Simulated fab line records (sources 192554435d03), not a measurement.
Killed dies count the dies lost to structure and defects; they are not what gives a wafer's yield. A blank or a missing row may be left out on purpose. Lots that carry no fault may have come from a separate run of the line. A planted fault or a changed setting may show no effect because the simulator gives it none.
Struck lot and sound lot, side by side :: flow n5_finfet :: 16 steps out of a route of 1938
Sound: these wafers, L822.2, L822.3, L822.5. Struck: wafers L827.1, L827.3, L827.4. The cause is named last.
Per side, at each step with rows, come the tool, then ch with its chambers, and then its first start. Under that, the readings that differ: sound wafers :: struck wafers :: difference of the means :: sigmas: that difference in standard deviations of wafers without a fault.
alike: readings with means less than 2 such deviations apart, plus words and numbers identical on both sides. not compared: withheld readings, readings lacking a value on some wafer, bounds such as >300 that could conceal the same value, and numbers that have no deviation in the record and whose values overlap.
A row with sigmas, a row that says differs or no value, or rows on one side alone: a step with any of these is where the two part. When numbers do not overlap yet have no deviation, they are printed without sigmas and do not part them. A reading missing from all wafers of one side parts the sides only when that side holds two or more wafers.

first, 1 step without rows for these wafers: N5_STI_FIN_REVEAL_SRD_21 (time 30 s).
N5_STI_FIN_REVEAL_OXIDATION_33: chemistry O2 PLASMA REMOTE, time 20 s.
  sound on plasma_asher-01 ch 0, day 3 15:19; struck on plasma_asher-01 ch 0,1, day 4 18:31
  alike: drypump_motor_current_A, heater_power_w
  not compared: rf_hours_counter_h
then, 2 steps without rows for these wafers: N5_STI_FIN_REVEAL_CLEAN_19 (cleans in O3/DIW, time 120 s); N5_STI_FIN_REVEAL_SRD_23 (time 30 s).
N5_STI_FIN_REVEAL_CD_MEAS_22: target cd 6.238 nm, pitch 28 nm.
  sound on cd_sem-02, day 3 15:29; struck on cd_sem-01, day 4 18:44
  alike: cd_nm
N5_STI_FIN_REVEAL_FIN_H_MEAS_10:
  sound on ocd-01, day 3 15:31; struck on ocd-02, day 4 18:46
reading: trench_depth_nm (nm)
sound: 54.0 52.3 53.0
struck: 51.4 51.5 51.4
difference: -1.7
sigmas: -2
then, 2 steps without rows for these wafers: N5_STI_FIN_REVEAL_PRECLEAN_18 (cleans in SC2, time 45 s); N5_STI_FIN_REVEAL_SRD_28 (time 30 s).
N5_STI_FIN_REVEAL_INSPECT_13: inspects for defects (darkfield).
  sound on defect_inspect-02, day 3 15:53; struck on defect_inspect-02, day 4 18:53
  alike: raw_defect_count
then, 2 steps without rows for these wafers: N5_DUMMY_GATE_PRECLEAN_00 (cleans in O3/DIW, time 60 s); N5_DUMMY_GATE_SRD_01 (time 30 s).
N5_DUMMY_GATE_ALD_02: deposits SiO2, target thk 2 nm, pulse time 1 s.
  sound on ald_sin-04 ch 1,2, day 3 15:59; struck on ald_sin-04 ch 1,2,3, day 4 18:59
  alike: heater_power_w, precursor_pulse_height_rel
N5_DUMMY_GATE_CVD_03: deposits a-Si from SiH4, target thk 150 nm, time 8042 s.
  sound on lpcvd-01 ch 0/20,0/25,0/34, day 3 16:05; struck on lpcvd-01 ch 0/65,0/75,0/79, day 4 19:05
reading: spike_tc_bottom_C (C)
sound: 554.1 554.1 554.1
struck: 542.6 542.6 542.6
difference: -11.5
sigmas: -4

reading: spike_tc_centre_C (C)
sound: 530.9 530.9 530.9
struck: 519.1 519.1 519.1
difference: -11.8
sigmas: -12

reading: spike_tc_lower_C (C)
sound: 529.9 529.9 529.9
struck: 518.1 518.1 518.1
difference: -11.8
sigmas: -12

reading: spike_tc_top_C (C)
sound: 554.1 554.1 554.1
struck: 543.6 543.6 543.6
difference: -10.5
sigmas: -5

reading: spike_tc_upper_C (C)
sound: 532.2 532.2 532.2
struck: 520.5 520.5 520.5
difference: -11.7
sigmas: -10

reading: susceptor_temp_C (C)
sound: 529.79 529.79 529.79
struck: 518.53 518.53 518.53
difference: -11.26
sigmas: -75

reading: model.a-Si_of_DUMMY_GATE_CVD_03.thk_nm (nm)
sound: 148.4 149.2 149.6
struck: 108.8 108.6 108.2
difference: -40.5
sigmas: 
then, 2 steps without rows for these wafers: N5_DUMMY_GATE_PRECLEAN_46 (cleans in DIW, time 89.5 s); N5_DUMMY_GATE_SRD_47 (dry time 32 s).
N5_DUMMY_GATE_CMP_04: polishes a-Si.
  sound on cmp-03 ch 0,2, day 3 19:50; struck on cmp-04 ch 0,1,3, day 4 22:49
reading: time_to_endpoint_s (s)
sound: 13.2 11.3 13.5
struck: 4.4 5.1 4.9
difference: -7.9
sigmas: -3
  alike: motor_current_A

WHERE THEY PART
Last at N5_DUMMY_GATE_CMP_04 as far as this record goes, first at N5_STI_FIN_REVEAL_FIN_H_MEAS_10.

WHY: what had been put in by the simulator
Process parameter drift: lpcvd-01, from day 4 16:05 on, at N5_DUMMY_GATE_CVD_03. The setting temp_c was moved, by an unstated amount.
